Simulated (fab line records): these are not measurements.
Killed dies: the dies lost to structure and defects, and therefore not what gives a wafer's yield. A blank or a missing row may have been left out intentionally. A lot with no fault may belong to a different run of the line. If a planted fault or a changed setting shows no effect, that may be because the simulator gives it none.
fab line records -- flow nand-harc
record lots=24, wafers=72, last-day=33
route steps=1302 shown A_DECK1_JOINT@544 A_ONON_D2@563 A_CHANNEL_HOLE_D2@582 A_CHANNEL_FILL_D2@616
lots that met no fault: from a run of the same line without faults
start-h: hours from the record's opening day to when the first of the lot's shown wafers began -- wait-h: hours from the lot's prior step to this one -- " unchanged from the row above -- L1.1+2: a single row standing in for several wafers -- - either no value or no given start -- * or withheld: withheld -- < > ~ a bound
route shown NAME@n: a module of which the file shows steps, and the number in the route of the first -- usual: the fault-free wafers' mean and standard deviation -- same: alike in all rows -- chamber/n: place in a boat -- sites: each site's reading -- _std_site: standard deviation of those values -- _edge_site: outer sites' mean less inner sites' -- radius-mm: how far each site lies from the wafer's centre -- mask NAME#n: copy n -- behind: the last tool/chamber to shape the wafer -- hold: what put the lot on hold/how long, in hours/how the hold closed -- device: the n, p or np transistor that did not switch -- end of line: tests run on the same wafers once the route is complete -- a step without rows: its recipe alone -- killed: dies lost to structure and defects at the first sort, not the wafer's yield -- map: the dies of a wafer, with x for killed, . for not killed, _ for no die there
set.NAME: the setting as run; set.NAME@STEP: as run at that earlier step -- model.NAME: the simulator's own value behind a step, which no gauge read
steps of the route over a sample of lots; a table a step, a row a wafer
services: the hour from which a tool's chamber was out of use, counted from the record's first day as start-h (under 0 if before that day), plus the number of hours and why
## steps
# step NHARC_A_DECK1_JOINT_INSPECT_05
# usual raw-defect-count=313/110
lot.wafer,tool,chamber,start-h,wait-h,raw-defect-count
L074.1,defect-inspect-02,-,282.89,0.0,298
L074.2,defect-inspect-02,-,282.89,0.0,345
L074.5,defect-inspect-02,-,282.89,0.0,289
L075.2,defect-inspect-01,-,282.90,0.0,215
L075.3,defect-inspect-01,-,282.90,0.0,364
L075.5,defect-inspect-01,-,282.90,0.0,202
L076.3,defect-inspect-02,-,297.69,0.0,185
L076.5,defect-inspect-02,-,297.69,0.0,406
L076.6,defect-inspect-02,-,297.69,0.0,284
L077.3,defect-inspect-01,-,303.49,0.0,328
L077.4,defect-inspect-01,-,303.49,0.0,182
L077.5,defect-inspect-01,-,303.49,0.0,249
L079.1,defect-inspect-01,-,324.87,0.0,352
L079.4,defect-inspect-01,-,324.87,0.0,319
L079.6,defect-inspect-01,-,324.87,0.0,387
L078.2,defect-inspect-02,-,324.89,0.0,348
L078.3,defect-inspect-02,-,324.89,0.0,559
L078.5,defect-inspect-02,-,324.89,0.0,577
L081.1,defect-inspect-02,-,347.55,0.0,225
L081.2,defect-inspect-02,-,347.55,0.0,361
L081.3,defect-inspect-02,-,347.55,0.0,284
L080.2,defect-inspect-01,-,347.58,0.0,271
L080.4,defect-inspect-01,-,347.58,0.0,171
L080.6,defect-inspect-01,-,347.58,0.0,335
L082.1,defect-inspect-01,-,351.86,0.0,287
L082.3,defect-inspect-01,-,351.86,0.0,268
L082.6,defect-inspect-01,-,351.86,0.0,333
L083.3,defect-inspect-01,-,363.90,0.0,334
L083.4,defect-inspect-01,-,363.90,0.0,231
L083.5,defect-inspect-01,-,363.90,0.0,220
L086.1,defect-inspect-02,-,382.98,0.0,217
L086.2,defect-inspect-02,-,382.98,0.0,269
L086.5,defect-inspect-02,-,382.98,0.0,285
L085.1,defect-inspect-02,-,383.00,0.0,159
L085.3,defect-inspect-02,-,383.00,0.0,115
L085.6,defect-inspect-02,-,383.00,0.0,162
L084.2,defect-inspect-02,-,383.03,0.0,260
L084.5,defect-inspect-02,-,383.03,0.0,224
L084.6,defect-inspect-02,-,383.03,0.0,228
L087.4,defect-inspect-02,-,395.59,0.0,306
L087.5,defect-inspect-02,-,395.59,0.0,314
L087.6,defect-inspect-02,-,395.59,0.0,175
L088.2,defect-inspect-01,-,420.43,0.0,194
L088.5,defect-inspect-01,-,420.43,0.0,158
L088.6,defect-inspect-01,-,420.43,0.0,220
L089.1,defect-inspect-01,-,420.60,0.0,248
L089.2,defect-inspect-01,-,420.60,0.0,340
L089.3,defect-inspect-01,-,420.60,0.0,361
L090.1,defect-inspect-02,-,428.56,0.0,433
L090.4,defect-inspect-02,-,428.56,0.0,437
L090.5,defect-inspect-02,-,428.56,0.0,663
L091.2,defect-inspect-01,-,448.96,0.0,399
L091.4,defect-inspect-01,-,448.96,0.0,356
L091.5,defect-inspect-01,-,448.96,0.0,352
L092.1,defect-inspect-02,-,455.89,0.0,403
L092.5,defect-inspect-02,-,455.89,0.0,483
L092.6,defect-inspect-02,-,455.89,0.0,518
L093.1,defect-inspect-02,-,456.11,0.0,306
L093.2,defect-inspect-02,-,456.11,0.0,289
L093.5,defect-inspect-02,-,456.11,0.0,226
L094.1,defect-inspect-01,-,476.35,0.0,409
L094.2,defect-inspect-01,-,476.35,0.0,309
L094.5,defect-inspect-01,-,476.35,0.0,191
L095.1,defect-inspect-01,-,490.83,0.0,298
L095.2,defect-inspect-01,-,490.83,0.0,406
L095.5,defect-inspect-01,-,490.83,0.0,299
L096.3,defect-inspect-02,-,498.89,0.0,313
L096.5,defect-inspect-02,-,498.89,0.0,428
L096.6,defect-inspect-02,-,498.89,0.0,411
L097.1,defect-inspect-01,-,499.06,0.0,260
L097.3,defect-inspect-01,-,499.06,0.0,294
L097.6,defect-inspect-01,-,499.06,0.0,403
# step NHARC_A_ONON_D2_THK_MEAS_27
# recipe thk-meas-gauge=ellipsometry
# usual thk-nm=999/8.9
lot.wafer,tool,chamber,start-h,wait-h,thk-nm
L075.2,film-metro-02,-,295.60,-,991
L075.3,film-metro-02,-,295.60,-,992
L075.5,film-metro-02,-,295.60,-,992
L074.1,film-metro-01,-,295.64,-,979
L074.2,film-metro-01,-,295.64,-,980
L074.5,film-metro-01,-,295.64,-,980
L076.3,film-metro-02,-,309.60,-,1000
L076.5,film-metro-02,-,309.60,-,1002
L076.6,film-metro-02,-,309.60,-,1004
L077.3,film-metro-02,-,318.62,-,982
L077.4,film-metro-02,-,318.62,-,979
L077.5,film-metro-02,-,318.62,-,979
L078.2,film-metro-02,-,337.68,-,1007
L078.3,film-metro-02,-,337.68,-,1006
L078.5,film-metro-02,-,337.68,-,1006
L079.1,film-metro-01,-,337.69,-,992
L079.4,film-metro-01,-,337.69,-,994
L079.6,film-metro-01,-,337.69,-,993
L080.2,film-metro-02,-,359.81,-,998
L080.4,film-metro-02,-,359.81,-,997
L080.6,film-metro-02,-,359.81,-,995
L081.1,film-metro-01,-,359.83,-,989
L081.2,film-metro-01,-,359.83,-,988
L081.3,film-metro-01,-,359.83,-,989
L082.1,film-metro-01,-,364.26,-,1012
L082.3,film-metro-01,-,364.26,-,1011
L082.6,film-metro-01,-,364.26,-,1011
L083.3,film-metro-01,-,379.49,-,997
L083.4,film-metro-01,-,379.49,-,998
L083.5,film-metro-01,-,379.49,-,998
L084.2,film-metro-02,-,394.85,-,990
L084.5,film-metro-02,-,394.85,-,990
L084.6,film-metro-02,-,394.85,-,991
L085.1,film-metro-01,-,394.86,-,998
L085.3,film-metro-01,-,394.86,-,999
L085.6,film-metro-01,-,394.86,-,998
L086.1,film-metro-01,-,395.00,-,1009
L086.2,film-metro-01,-,395.00,-,1004
L086.5,film-metro-01,-,395.00,-,1008
L087.4,film-metro-02,-,407.48,-,991
L087.5,film-metro-02,-,407.48,-,989
L087.6,film-metro-02,-,407.48,-,988
L089.1,film-metro-01,-,433.44,-,1003
L089.2,film-metro-01,-,433.44,-,1003
L089.3,film-metro-01,-,433.44,-,1003
L088.2,film-metro-02,-,433.44,-,990
L088.5,film-metro-02,-,433.44,-,992
L088.6,film-metro-02,-,433.44,-,990
L090.1,film-metro-01,-,441.90,-,1011
L090.4,film-metro-01,-,441.90,-,1011
L090.5,film-metro-01,-,441.90,-,1011
L091.2,film-metro-01,-,461.25,-,1002
L091.4,film-metro-01,-,461.25,-,1000
L091.5,film-metro-01,-,461.25,-,1001
L092.1,film-metro-01,-,468.13,-,1008
L092.5,film-metro-01,-,468.13,-,1010
L092.6,film-metro-01,-,468.13,-,1010
L093.1,film-metro-01,-,468.40,-,1010
L093.2,film-metro-01,-,468.40,-,1009
L093.5,film-metro-01,-,468.40,-,1008
L094.1,film-metro-01,-,488.93,-,1008
L094.2,film-metro-01,-,488.93,-,1009
L094.5,film-metro-01,-,488.93,-,1010
L095.1,film-metro-01,-,503.12,-,999
L095.2,film-metro-01,-,503.12,-,999
L095.5,film-metro-01,-,503.12,-,1000
L097.1,film-metro-02,-,510.83,-,999
L097.3,film-metro-02,-,510.83,-,998
L097.6,film-metro-02,-,510.83,-,998
L096.3,film-metro-01,-,510.83,-,1005
L096.5,film-metro-01,-,510.83,-,1005
L096.6,film-metro-01,-,510.83,-,1006
# step NHARC_A_ONON_D2_DEP_33
# recipe target-thk-a=2000, temp-c=400, pressure-torr=6.5, rf-w=900, teos-flow-sccm=161.4, flow-sccm=2650, target-thk-nm=200, gas=O2, material=SiO2
# usual heater-power-w=584/110, throttle-valve-pct=16.1/0.51
lot.wafer,tool,chamber,start-h,wait-h,heater-power-w,throttle-valve-pct
L075.2,pecvd-01,2,296.26,0.1,589,16.7
L075.3,pecvd-01,0,296.26,0.1,560,16.3
L075.5,pecvd-01,0,296.26,0.1,563,16.2
L074.1,pecvd-04,1,296.32,0.1,575,15.6
L074.2,pecvd-04,2,296.32,0.1,710,15.7
L074.5,pecvd-04,1,296.32,0.1,577,15.6
L076.3,pecvd-03,1,310.27,0.1,432,16.8
L076.6,pecvd-03,0,310.27,0.1,562,15.3
L076.5,pecvd-03,2,310.27,0.1,668,17.2
L077.3,pecvd-04,2,319.28,0.1,775,15.8
L077.5,pecvd-04,1,319.28,0.1,475,16.0
L077.4,pecvd-04,2,319.28,0.1,780,15.9
L078.2,pecvd-04,2,338.30,0.1,627,16.1
L078.3,pecvd-04,1,338.30,0.1,524,15.7
L078.5,pecvd-04,1,338.30,0.1,533,15.7
L079.1,pecvd-01,2,338.36,0.1,578,16.1
L079.4,pecvd-01,2,338.36,0.1,579,16.4
L079.6,pecvd-01,0,338.36,0.1,555,15.9
L081.2,pecvd-01,0,360.48,0.1,509,15.8
L081.1,pecvd-01,1,360.48,0.1,551,15.6
L081.3,pecvd-01,2,360.48,0.1,496,16.5
L080.2,pecvd-04,1,360.52,0.1,507,15.8
L080.4,pecvd-04,2,360.52,0.1,765,15.8
L080.6,pecvd-04,1,360.52,0.1,504,15.7
L082.1,pecvd-03,1,364.88,0.1,411,16.9
L082.3,pecvd-03,2,364.88,0.1,668,17.1
L082.6,pecvd-03,0,364.88,0.1,640,15.6
L083.3,pecvd-01,2,380.15,0.1,588,16.3
L083.4,pecvd-01,1,380.15,0.1,573,16.1
L083.5,pecvd-01,0,380.15,0.1,550,16.1
L084.2,pecvd-01,0,395.48,0.1,564,15.9
L084.6,pecvd-01,0,395.48,0.1,565,15.9
L084.5,pecvd-01,2,395.48,0.1,462,16.3
L085.3,pecvd-04,0,395.53,0.1,632,16.1
L085.1,pecvd-04,1,395.53,0.1,509,15.8
L085.6,pecvd-04,2,395.53,0.1,756,15.7
L086.1,pecvd-03,1,395.70,0.1,348,16.5
L086.2,pecvd-03,2,395.70,0.1,552,16.7
L086.5,pecvd-03,1,395.70,0.1,370,17.0
L087.4,pecvd-03,1,408.23,0.2,417,17.1
L087.5,pecvd-03,2,408.23,0.2,543,17.0
L087.6,pecvd-03,0,408.23,0.2,659,15.4
L089.1,pecvd-03,0,434.06,0.1,577,15.4
L089.3,pecvd-03,1,434.06,0.1,356,16.8
L089.2,pecvd-03,2,434.06,0.1,605,16.8
L088.2,pecvd-04,0,434.11,0.1,672,16.4
L088.6,pecvd-04,0,434.11,0.1,664,16.2
L088.5,pecvd-04,1,434.11,0.1,465,16.1
L090.1,pecvd-04,2,442.61,0.1,744,15.9
L090.5,pecvd-04,0,442.61,0.1,595,16.5
L090.4,pecvd-04,2,442.61,0.1,764,16.1
L091.2,pecvd-01,2,461.95,0.1,621,16.5
L091.4,pecvd-01,1,461.95,0.1,563,16.1
L091.5,pecvd-01,0,461.95,0.1,491,15.7
L092.1,pecvd-03,1,468.84,0.1,438,16.9
L092.6,pecvd-03,0,468.84,0.1,630,15.1
L092.5,pecvd-03,1,468.84,0.1,323,17.0
L093.2,pecvd-01,0,469.07,0.1,490,16.2
L093.1,pecvd-01,1,469.07,0.1,600,16.3
L093.5,pecvd-01,2,469.07,0.1,539,16.5
L094.2,pecvd-04,2,489.61,0.1,686,15.8
L094.1,pecvd-04,0,489.61,0.1,712,16.5
L094.5,pecvd-04,0,489.61,0.1,708,16.4
L095.2,pecvd-04,2,503.75,0.1,725,15.9
L095.1,pecvd-04,0,503.75,0.1,700,16.1
L095.5,pecvd-04,0,503.75,0.1,713,16.3
L097.1,pecvd-03,0,511.45,0.1,690,15.1
L097.3,pecvd-03,1,511.45,0.1,419,17.0
L097.6,pecvd-03,0,511.45,0.1,695,15.7
L096.3,pecvd-04,1,511.50,0.1,487,15.7
L096.5,pecvd-04,1,511.50,0.1,500,15.5
L096.6,pecvd-04,2,511.50,0.1,588,16.1
# step NHARC_A_CHANNEL_HOLE_D2_CD_MEAS_10
# recipe target-cd-nm=100, landing-energy-ev=500
# usual cd-nm=100.1/0.48
lot.wafer,tool,chamber,start-h,wait-h,cd-nm
L075.2,cd-sem-01,0,299.30,-,100.2
L075.3,cd-sem-01,0,299.30,-,99.8
L075.5,cd-sem-01,0,299.30,-,100.9
L074.1,cd-sem-03,0,299.51,-,99.6
L074.2,cd-sem-03,0,299.51,-,100.1
L074.5,cd-sem-03,0,299.51,-,99.4
L076.3,cd-sem-03,0,318.14,-,99.6
L076.5,cd-sem-03,0,318.14,-,100.4
L076.6,cd-sem-03,0,318.14,-,100.7
L077.3,cd-sem-03,0,324.92,-,100.6
L077.4,cd-sem-03,0,324.92,-,100.4
L077.5,cd-sem-03,0,324.92,-,100.6
L078.2,cd-sem-01,0,343.58,-,99.9
L078.3,cd-sem-01,0,343.58,-,100.5
L078.5,cd-sem-01,0,343.58,-,99.5
L079.1,cd-sem-02,0,343.73,-,99.6
L079.4,cd-sem-02,0,343.73,-,99.9
L079.6,cd-sem-02,0,343.73,-,99.9
L080.2,cd-sem-03,0,363.63,-,99.3
L080.4,cd-sem-03,0,363.63,-,99.3
L080.6,cd-sem-03,0,363.63,-,99.0
L081.1,cd-sem-02,0,365.09,-,99.9
L081.2,cd-sem-02,0,365.09,-,100.8
L081.3,cd-sem-02,0,365.09,-,100.7
L082.1,cd-sem-03,0,367.97,-,100.0
L082.3,cd-sem-03,0,367.97,-,99.6
L082.6,cd-sem-03,0,367.97,-,99.5
L083.3,cd-sem-03,0,386.52,-,100.2
L083.4,cd-sem-03,0,386.52,-,100.3
L083.5,cd-sem-03,0,386.52,-,99.1
L085.1,cd-sem-01,0,398.56,-,100.1
L085.3,cd-sem-01,0,398.56,-,99.7
L085.6,cd-sem-01,0,398.56,-,99.0
L084.2,cd-sem-01,0,399.10,-,99.4
L084.5,cd-sem-01,0,399.10,-,100.5
L084.6,cd-sem-01,0,399.10,-,99.6
L086.1,cd-sem-03,0,399.39,-,100.1
L086.2,cd-sem-03,0,399.39,-,99.5
L086.5,cd-sem-03,0,399.39,-,100.0
L087.4,cd-sem-01,0,411.31,-,99.9
L087.5,cd-sem-01,0,411.31,-,100.9
L087.6,cd-sem-01,0,411.31,-,99.9
L089.1,cd-sem-01,0,440.86,-,100.1
L089.2,cd-sem-01,0,440.86,-,99.3
L089.3,cd-sem-01,0,440.86,-,99.8
L088.2,cd-sem-03,0,441.63,-,99.8
L088.5,cd-sem-03,0,441.63,-,99.3
L088.6,cd-sem-03,0,441.63,-,99.8
L090.1,cd-sem-03,0,445.70,-,100.3
L090.4,cd-sem-03,0,445.70,-,100.0
L090.5,cd-sem-03,0,445.70,-,100.3
L091.2,cd-sem-02,0,465.10,-,100.5
L091.4,cd-sem-02,0,465.10,-,100.3
L091.5,cd-sem-02,0,465.10,-,100.2
L092.1,cd-sem-01,0,475.29,-,100.4
L092.5,cd-sem-01,0,475.29,-,100.9
L092.6,cd-sem-01,0,475.29,-,100.6
L093.1,cd-sem-02,0,477.35,-,100.6
L093.2,cd-sem-02,0,477.35,-,99.4
L093.5,cd-sem-02,0,477.35,-,100.0
L094.1,cd-sem-01,0,493.67,-,100.3
L094.2,cd-sem-01,0,493.67,-,100.5
L094.5,cd-sem-01,0,493.67,-,100.5
L095.1,cd-sem-03,0,507.14,-,100.5
L095.2,cd-sem-03,0,507.14,-,99.7
L095.5,cd-sem-03,0,507.14,-,99.8
L097.1,cd-sem-02,0,517.29,-,99.4
L097.3,cd-sem-02,0,517.29,-,100.4
L097.6,cd-sem-02,0,517.29,-,100.5
L096.3,cd-sem-03,0,517.91,-,100.3
L096.5,cd-sem-03,0,517.91,-,99.9
L096.6,cd-sem-03,0,517.91,-,101.1
# step NHARC_A_CHANNEL_FILL_D2_ALD_16
# recipe target-thk-a=15, pulse-time-s=10, ald-cycles=15, temp-c=300, material=SiO2
# usual heater-power-w=472/59, precursor-pulse-height-rel=1.003/0.02
lot.wafer,tool,chamber,start-h,wait-h,heater-power-w,precursor-pulse-height-rel
L075.2,ald-hk-03,1,318.82,0.1,465,1.002
L075.3,ald-hk-03,2,318.82,0.1,442,0.982
L075.5,ald-hk-03,3,318.82,0.1,420,1.026
L074.1,ald-hk-01,0,318.83,0.1,557,1.016
L074.2,ald-hk-01,1,318.83,0.1,453,1.024
L074.5,ald-hk-01,2,318.83,0.1,444,0.985
L076.3,ald-hk-04,3,338.11,0.0,458,0.989
L076.5,ald-hk-04,3,338.11,0.0,457,1.005
L076.6,ald-hk-04,0,338.11,0.0,486,0.994
L077.3,ald-hk-03,3,347.65,0.1,406,1.016
L077.4,ald-hk-03,0,347.65,0.1,440,0.984
L077.5,ald-hk-03,1,347.65,0.1,471,1.005
L079.1,ald-hk-03,1,365.94,0.8,482,1.011
L079.4,ald-hk-03,0,365.94,0.8,439,1.001
L079.6,ald-hk-03,2,365.94,0.8,434,0.993
L078.2,ald-hk-04,2,366.00,0.8,652,1.030
L078.3,ald-hk-04,0,366.00,0.8,489,0.996
L078.5,ald-hk-04,2,366.00,0.8,643,0.993
L080.4,ald-hk-01,3,386.95,0.0,476,1.002
L080.2,ald-hk-01,1,386.95,0.0,460,1.015
L080.6,ald-hk-01,0,386.95,0.0,533,1.019
L081.3,ald-hk-04,2,386.95,0.0,654,1.023
L081.1,ald-hk-04,3,386.95,0.0,458,1.002
L081.2,ald-hk-04,0,386.95,0.0,477,1.004
L082.1,ald-hk-01,1,391.43,0.0,455,1.021
L082.3,ald-hk-01,0,391.43,0.0,551,1.034
L082.6,ald-hk-01,2,391.43,0.0,442,0.971
L083.3,ald-hk-01,3,409.05,0.1,486,1.016
L083.4,ald-hk-01,0,409.05,0.1,547,1.007
L083.5,ald-hk-01,2,409.05,0.1,444,1.022
L085.1,ald-hk-03,1,419.19,0.9,489,1.006
L085.3,ald-hk-03,2,419.19,0.9,430,1.007
L085.6,ald-hk-03,1,419.19,0.9,484,0.993
L086.1,ald-hk-03,3,424.18,0.0,430,1.008
L086.2,ald-hk-03,1,424.18,0.0,497,1.015
L086.5,ald-hk-03,3,424.18,0.0,422,0.995
L084.2,ald-hk-01,0,424.22,0.1,579,0.981
L084.6,ald-hk-01,3,424.22,0.1,474,0.990
L084.5,ald-hk-01,0,424.22,0.1,546,1.038
L087.4,ald-hk-03,1,431.44,0.0,491,1.006
L087.6,ald-hk-03,1,431.44,0.0,492,0.994
L087.5,ald-hk-03,2,431.44,0.0,420,1.007
L089.1,ald-hk-03,3,461.88,0.0,436,1.045
L089.2,ald-hk-03,0,461.88,0.0,433,0.961
L089.3,ald-hk-03,1,461.88,0.0,490,1.016
L088.2,ald-hk-04,3,461.97,0.1,432,0.995
L088.5,ald-hk-04,0,461.97,0.1,461,1.010
L088.6,ald-hk-04,1,461.97,0.1,525,1.020
L090.4,ald-hk-04,2,465.38,0.0,641,0.966
L090.1,ald-hk-04,1,465.38,0.0,514,0.978
L090.5,ald-hk-04,2,465.38,0.0,647,1.041
L091.4,ald-hk-03,1,487.32,1.6,494,0.961
L091.2,ald-hk-03,2,487.32,1.6,431,1.027
L091.5,ald-hk-03,0,487.32,1.6,444,1.000
L092.1,ald-hk-03,3,503.73,0.1,432,0.967
L092.5,ald-hk-03,2,503.73,0.1,426,1.021
L092.6,ald-hk-03,3,503.73,0.1,424,0.971
L093.2,ald-hk-03,0,503.91,0.3,444,0.990
L093.1,ald-hk-03,1,503.91,0.3,494,1.013
L093.5,ald-hk-03,3,503.91,0.3,434,1.033
L094.2,ald-hk-03,2,513.18,0.1,414,1.009
L094.1,ald-hk-03,3,513.18,0.1,433,1.013
L094.5,ald-hk-03,0,513.18,0.1,443,1.005
L095.2,ald-hk-03,3,526.62,0.0,430,1.050
L095.1,ald-hk-03,2,526.62,0.0,431,1.046
L095.5,ald-hk-03,0,526.62,0.0,439,1.017
L096.3,ald-hk-04,2,536.69,0.0,654,0.989
L096.6,ald-hk-04,2,536.69,0.0,639,1.019
L096.5,ald-hk-04,3,536.69,0.0,447,1.003
L097.1,ald-hk-03,0,536.84,0.2,444,1.003
L097.3,ald-hk-03,2,536.84,0.2,419,0.996
L097.6,ald-hk-03,3,536.84,0.2,429,1.014
# step NHARC_A_CHANNEL_FILL_D2_ALD_25
# recipe target-thk-a=600, pulse-time-s=10, ald-cycles=600, temp-c=300, material=SiOx
# usual heater-power-w=483/61, precursor-pulse-height-rel=0.999/0.019
lot.wafer,tool,chamber,start-h,wait-h,heater-power-w,precursor-pulse-height-rel
L075.2,ald-hk-04,1,343.65,0.1,507,1.007
L075.3,ald-hk-04,2,343.65,0.1,655,1.015
L075.5,ald-hk-04,2,346.69,3.1,662,0.977
L074.1,ald-hk-01,0,343.65,0.1,549,1.008
L074.2,ald-hk-01,3,345.53,1.9,476,1.014
L074.5,ald-hk-01,0,345.53,1.9,540,0.989
L076.3,ald-hk-03,1,362.61,0.7,485,0.988
L076.5,ald-hk-03,0,364.47,2.5,437,0.958
L076.6,ald-hk-03,1,364.47,2.5,478,1.044
L077.4,ald-hk-04,3,372.67,0.1,464,0.978
L077.3,ald-hk-04,2,374.52,1.9,642,0.995
L077.5,ald-hk-04,0,375.76,3.1,480,1.017
L079.1,ald-hk-03,2,395.63,0.1,441,1.019
L079.4,ald-hk-03,1,397.48,1.9,477,1.001
L079.6,ald-hk-03,2,397.48,1.9,440,0.987
L078.2,ald-hk-01,1,396.85,1.3,455,0.990
L078.3,ald-hk-01,2,396.85,1.3,437,1.007
L078.5,ald-hk-01,3,396.85,1.3,473,0.990
L081.2,ald-hk-03,2,415.91,0.7,421,0.994
L081.1,ald-hk-03,3,415.91,0.7,408,1.011
L081.3,ald-hk-03,0,415.91,0.7,438,1.003
L082.3,ald-hk-01,1,415.92,0.7,439,0.987
L082.1,ald-hk-01,3,417.15,1.9,476,0.967
L082.6,ald-hk-01,0,417.15,1.9,546,1.003
L080.4,ald-hk-04,1,416.95,1.7,518,0.991
L080.2,ald-hk-04,2,416.95,1.7,670,1.021
L080.6,ald-hk-04,2,420.04,4.8,654,1.020
L083.4,ald-hk-03,0,435.30,1.3,440,0.997
L083.3,ald-hk-03,1,435.30,1.3,490,0.986
L083.5,ald-hk-03,2,435.30,1.3,435,0.980
L085.1,ald-hk-04,3,446.01,0.1,450,0.992
L085.3,ald-hk-04,0,446.01,0.1,469,1.029
L085.6,ald-hk-04,0,449.08,3.1,457,0.979
L086.1,ald-hk-01,3,446.04,0.1,489,1.009
L086.2,ald-hk-01,0,446.04,0.1,557,1.002
L086.5,ald-hk-01,3,448.51,2.5,471,1.020
L084.2,ald-hk-03,3,446.99,1.0,408,1.005
L084.6,ald-hk-03,2,448.81,2.8,435,0.998
L084.5,ald-hk-03,3,448.81,2.8,420,0.984
L087.4,ald-hk-01,0,459.80,1.9,567,0.993
L087.5,ald-hk-01,1,459.80,1.9,450,1.009
L087.6,ald-hk-01,2,459.80,1.9,444,1.037
L089.3,ald-hk-04,1,488.48,0.7,512,0.958
L089.1,ald-hk-04,2,488.48,0.7,637,0.994
L089.2,ald-hk-04,3,488.48,0.7,435,1.005
L088.2,ald-hk-03,3,489.10,1.3,413,1.004
L088.6,ald-hk-03,1,490.33,2.5,496,1.002
L088.5,ald-hk-03,2,490.33,2.5,428,0.998
L090.1,ald-hk-01,2,489.63,1.8,445,0.975
L090.4,ald-hk-01,1,491.47,3.7,429,0.981
L090.5,ald-hk-01,2,491.47,3.7,443,0.983
L091.4,ald-hk-01,3,513.44,0.7,473,0.999
L091.2,ald-hk-01,1,514.65,1.9,438,1.029
L091.5,ald-hk-01,3,515.86,3.1,478,0.976
L093.1,ald-hk-03,3,527.60,0.1,438,0.980
L093.2,ald-hk-03,1,528.82,1.3,498,1.005
L093.5,ald-hk-03,0,530.65,3.1,434,0.966
L092.1,ald-hk-04,1,527.61,0.1,520,0.993
L092.5,ald-hk-04,1,530.11,2.6,523,1.030
L092.6,ald-hk-04,2,530.11,2.6,634,1.013
L094.2,ald-hk-04,1,538.23,0.7,527,0.998
L094.1,ald-hk-04,2,538.23,0.7,637,1.001
L094.5,ald-hk-04,0,540.09,2.5,466,0.953
L095.1,ald-hk-03,2,551.99,0.1,415,1.003
L095.2,ald-hk-03,3,551.99,0.1,435,1.010
L095.5,ald-hk-03,2,554.46,2.5,431,0.973
L097.3,ald-hk-01,3,559.94,0.1,465,1.006
L097.1,ald-hk-01,1,561.17,1.3,433,0.981
L097.6,ald-hk-01,0,563.01,3.1,543,1.011
L096.3,ald-hk-04,2,560.56,0.7,640,0.996
L096.5,ald-hk-04,1,562.41,2.5,522,1.004
L096.6,ald-hk-04,2,562.41,2.5,634,0.994
## services
tool,chamber,start-h,hours,kind
ald-hk-04,-,281.34,1.4,repair
pecvd-01,-,290.31,1.3,repair
ald-hk-01,-,301.63,10.0,pm
pecvd-01,-,311.18,13.0,pm
pecvd-04,-,321.99,1.5,repair
pecvd-03,-,366.00,13.0,pm
ald-hk-03,0,399.32,10.0,vent-cycle
ald-hk-03,1,399.32,10.0,vent-cycle
ald-hk-03,0,409.32,-,clean
ald-hk-03,1,409.32,-,clean
ald-hk-04,-,432.79,10.0,pm
pecvd-04,-,450.48,13.0,pm
pecvd-03,0,454.19,3.5,repair
ald-hk-04,-,458.68,1.5,repair
ald-hk-01,-,479.63,10.0,pm
pecvd-03,-,480.61,0.3,repair
pecvd-01,-,492.18,13.0,pm
pecvd-04,1,503.17,1.7,repair
pecvd-01,-,509.13,1.8,repair
ald-hk-04,-,514.02,1.6,repair
ald-hk-01,-,538.89,1.6,repair
pecvd-03,-,547.06,13.0,pm
pecvd-01,-,553.19,1.6,repair
ald-hk-01,-,555.87,1.5,repair
## key
fault none
